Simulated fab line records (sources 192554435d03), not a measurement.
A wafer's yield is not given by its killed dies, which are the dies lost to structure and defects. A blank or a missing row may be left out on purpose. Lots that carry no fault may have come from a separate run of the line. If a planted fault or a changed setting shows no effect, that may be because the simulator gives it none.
Matching of chambers ; flow n5Finfet ; 3 sister chambers for N5_BEOL_M3_PECVD_72 on pecvd-02
The step deposits SiO2 from TEOS/O2, target thk 16 nm, time 18 s. 22 wafers are shown with their chamber, then 11 later ones without.

== EACH WAFER AND ITS CHAMBER ==
wafer;chamber;throttleValvePct (%);showerheadPlenumPTorr (Torr);heaterPowerW (W)
L076.3;0;21.0;8.78;847
L076.5;2;24.2;8.73;582
L076.6;1;23.6;8.80;678
L075.1;0;20.9;8.81;902
L075.2;1;23.8;8.80;697
L075.5;0;20.9;8.81;900
L077.2;1;23.6;8.81;711
L077.3;2;23.9;8.73;658
L077.4;0;21.0;8.79;840
L078.2;1;23.6;8.80;737
L078.3;2;24.1;8.71;660
L078.4;2;24.1;8.69;691
L079.2;1;23.8;8.80;704
L079.3;2;24.1;8.71;606
L079.6;1;23.6;8.82;721
L081.3;0;21.1;8.79;763
L081.4;1;23.5;8.81;702
L081.6;2;24.3;8.71;681
L087.1;0;21.0;8.81;765
L087.2;1;23.8;8.83;748
L087.4;0;21.1;8.79;763
L089.1;0;21.1;8.81;820

SIGNATURES, as means of the wafers listed above
reading;chamber 0;chamber 1;chamber 2;scatter within a chamber
throttleValvePct;21.012;23.663;24.117;0.111
showerheadPlenumPTorr;8.7988;8.8087;8.7133;0.0128
heaterPowerW;825.00;712.25;646.33;43.8
Rule: a wafer lies at a distance from a chamber equal to the root of the sum of squares, over the readings, of (its reading less the chamber's mean, divided by the reading's scatter). The wafer belongs to the nearest chamber; if the next one is less than 2 further off, it can't be placed. How the scatter is found: for the shown wafers, subtract from each reading the mean of its chamber, square and add these, divide the total by (wafers less chambers), then take the root.

== WAFERS MISSING THEIR CHAMBER ==
wafer;throttleValvePct (%);showerheadPlenumPTorr (Torr);heaterPowerW (W)
L089.4;21.8;8.71;558
L089.6;20.9;8.80;811
L090.1;23.6;8.82;664
L090.3;21.0;8.81;774
L090.5;21.6;8.67;592
L092.2;23.7;8.79;662
L092.4;21.1;8.80;922
L092.6;23.5;8.81;675
L096.2;21.1;8.80;893
L096.4;21.1;8.80;883
L096.6;22.0;8.69;631

== CHAMBER TAKEN BY EACH ==
wafer;from the rows above;in truth
L089.4;0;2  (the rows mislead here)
L089.6;0;0
L090.1;1;1
L090.3;0;0
L090.5;0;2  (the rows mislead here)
L092.2;1;1
L092.4;0;0
L092.6;1;1
L096.2;0;0
L096.4;0;0
L096.6;0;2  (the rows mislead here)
Placed correctly: 8 of 11. From these rows, 0 cannot be placed. Placed wrongly: 3.
